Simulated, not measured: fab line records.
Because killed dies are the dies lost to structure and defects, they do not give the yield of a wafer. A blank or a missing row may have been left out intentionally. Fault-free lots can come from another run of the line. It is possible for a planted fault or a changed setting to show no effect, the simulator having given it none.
Matching of chambers    flow nand_harc    rie_diel-06 running NHARC_A_STAIRCASE_DESCUM_252: 4 sister chambers
The step chemistry O2, time 3 s. 20 wafers are shown with their chamber, then 10 later ones without.

== EACH WAFER AND ITS CHAMBER ==
wafer   chamber  showerhead_plenum_p_Torr (Torr)  oes_product_au (a.u.)  rf_vpp_V (V)
L077.2  2        1.97                             1.006                  58.9
L077.3  3        1.86                             1.004                  56.7
L077.4  0        1.81                             1.005                  57.8
L079.1  2        1.97                             0.993                  56.7
L079.2  0        1.81                             1.002                  56.0
L079.6  2        1.97                             1.002                  59.1
L080.1  0        1.81                             1.000                  56.9
L080.2  3        1.86                             1.005                  56.9
L080.4  2        1.97                             0.993                  58.7
L082.1  1        2.06                             1.014                  57.8
L082.4  0        1.81                             1.014                  57.2
L082.5  3        1.86                             1.011                  59.1
L085.1  0        1.81                             1.002                  57.6
L085.4  2        1.96                             1.005                  58.8
L085.6  0        1.81                             1.008                  58.9
L084.1  2        1.96                             0.994                  57.7
L084.2  1        2.06                             1.007                  59.8
L084.6  1        2.06                             1.008                  60.3
L083.2  3        1.86                             0.997                  58.0
L083.3  0        1.81                             1.001                  58.3

SIGNATURES (means of the wafers above)
reading                   chamber 0  chamber 1  chamber 2  chamber 3  scatter within a chamber
showerhead_plenum_p_Torr  1.8100     2.0600     1.9667     1.8600     0.00289
oes_product_au            1.00457    1.00967    0.99883    1.00425    0.0054
rf_vpp_V                  57.529     59.300     58.317     57.675     1.03
Rule: a wafer lies at a distance from a chamber equal to the root of the sum of squares, over the readings, of (its reading less the chamber's mean, divided by the reading's scatter). If the next closest chamber is less than 2 further off than the closest, the wafer can't be placed; otherwise it belongs to the closest. The scatter: the root of (the sum of the squares of (reading less its chamber's mean) over the shown wafers, divided by (wafers less chambers)).

== WAFERS WITHOUT THEIR CHAMBER ==
wafer   showerhead_plenum_p_Torr (Torr)  oes_product_au (a.u.)  rf_vpp_V (V)
L083.4  1.96                             0.997                  57.9
L090.2  1.96                             1.017                  58.7
L090.3  2.06                             0.996                  60.1
L090.6  1.80                             1.009                  55.9
L093.2  2.05                             1.003                  58.2
L093.4  1.85                             1.012                  56.2
L093.6  1.85                             1.008                  56.8
L094.1  1.85                             1.002                  57.0
L094.5  1.80                             1.008                  58.1
L094.6  1.85                             1.006                  57.9

== EACH ONE'S CHAMBER ==
wafer   from the rows above  in truth
L083.4  2                    2
L090.2  2                    2
L090.3  1                    1
L090.6  0                    0
L093.2  1                    1
L093.4  3                    3
L093.6  3                    3
L094.1  3                    3
L094.5  0                    0
L094.6  3                    3
Correct placement for 10 of the 10. Left unplaced by these rows: 0. Number placed wrongly: 0.
